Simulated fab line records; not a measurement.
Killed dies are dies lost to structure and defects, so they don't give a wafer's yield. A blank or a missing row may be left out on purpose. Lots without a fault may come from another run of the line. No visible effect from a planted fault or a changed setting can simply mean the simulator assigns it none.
Split-lot trial -- flow n5Finfet -- route with 1938 steps; 7 lots, 21 wafers read

== THE SPLIT ITSELF ==
At N5_BEOL_M6_ETCH_62 (etches SOC in N2/H2, target depth 110 nm, overetch 22 nm, time 165 s), the setting timeS was moved away from the recipe's 165 s on 6 of the 21 wafers read, by -20.7% to +12.5%. For the rest of the wafers, this setting stayed at what the recipe calls for.

The reading comes from the split's own step.

== THE READING ==
SiARC_of_BEOL_M6_COAT_60.thkNm (the simulator's own value, which no gauge read), in nm, at N5_BEOL_M6_ETCH_62 (etches SOC in N2/H2, target depth 110 nm, overetch 22 nm, time 165 s). There is no usual value for it anywhere in the file. The 15 wafers here that ran the recipe average 28.5 nm, standard deviation 0.33 nm.

wafer,"tool, chamber at the split","timeS as run, s",against the recipe,"SiARC_of_BEOL_M6_COAT_60.thkNm, nm",against lot-mates on the recipe
L076.2,"rieDiel-05, 0",165,recipe,28.6,-
L076.4,"rieDiel-05, 1",165,recipe,29,-
L076.6,"rieDiel-05, 1",165,recipe,29,-
L078.1,"rieDiel-01, 1",165,recipe,27.8,-
L078.2,"rieDiel-01, 0",165,recipe,28.4,-
L078.6,"rieDiel-01, 0",165,recipe,28.4,-
L082.3,"rieDiel-05, 3",165,recipe,28.6,-
L082.5,"rieDiel-05, 3",165,recipe,28.6,-
L082.4,"rieDiel-05, 1",165,recipe,29,-
L083.1,"rieDiel-05, 3",144.8,-12.2%,29.2,+1.0
L083.2,"rieDiel-05, 1",144.8,-12.2%,29.6,+1.4
L083.5,"rieDiel-05, 2",165,recipe,28.2,-
L089.2,"rieDiel-01, 3",130.8,-20.7%,29.8,+1.5
L089.3,"rieDiel-01, 2",165,recipe,28.2,-
L089.4,"rieDiel-01, 0",165,recipe,28.4,-
L092.1,"rieDiel-01, 2",165,recipe,28.2,-
L092.2,"rieDiel-01, 0,3",165,recipe,28.6,-
L092.4,"rieDiel-01, 0,3",165,recipe,28.6,-
L096.1,"rieDiel-01, 3,0",185.6,+12.5%,27.8,no lot-mate on the recipe
L096.2,"rieDiel-01, 3,0",185.6,+12.5%,27.8,no lot-mate on the recipe
L096.3,"rieDiel-01, 1",185.6,+12.5%,27.4,no lot-mate on the recipe
The file does not say which wafer passed through which chamber wherever a row lists several chambers: such a row stands for several wafers.

THE FIT
A straight line over all 21 wafers: SiARC_of_BEOL_M6_COAT_60.thkNm changes by -0.0669 nm for each +1% of timeS; r = -0.87; the points scatter about the line by 0.31 nm.
The same after taking each lot's own level away (the mean of its wafers on the recipe; 18 wafers): -0.0823 nm for each +1%; r = -0.92; scatter 0.22 nm.
That fit puts the effect of the largest move of timeS on the reading at 1.7 nm.
From 28.20 to 28.87 nm: that is the span of the lots' own levels, equal to 2.0 times the standard deviation above.
In other words, the slope is changed by the lot-to-lot level; the two fits disagree.
Check: for one of the wafers moved furthest among these (-20.7%), held out of the fit, the line's prediction against its lot-mates is +2.03 nm. It came out at +1.5 nm against them.

== THESE WAFERS: OTHER SPLITS ==
These wafers also went through other splits before the reading. Each is held against what the fit with the lots' levels taken away leaves over:
other split on the same wafers,wafers away from the commonest value,r with SiARC_of_BEOL_M6_COAT_60.thkNm (lot level and that fit taken away)
N5_BEOL_M5_PECVD_70 tempC,4,+0.22

== FILE'S OWN FIT ==
SiARC_of_BEOL_M6_COAT_60.thkNm changes by -0.079 nm for each +1% of timeS, r = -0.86.
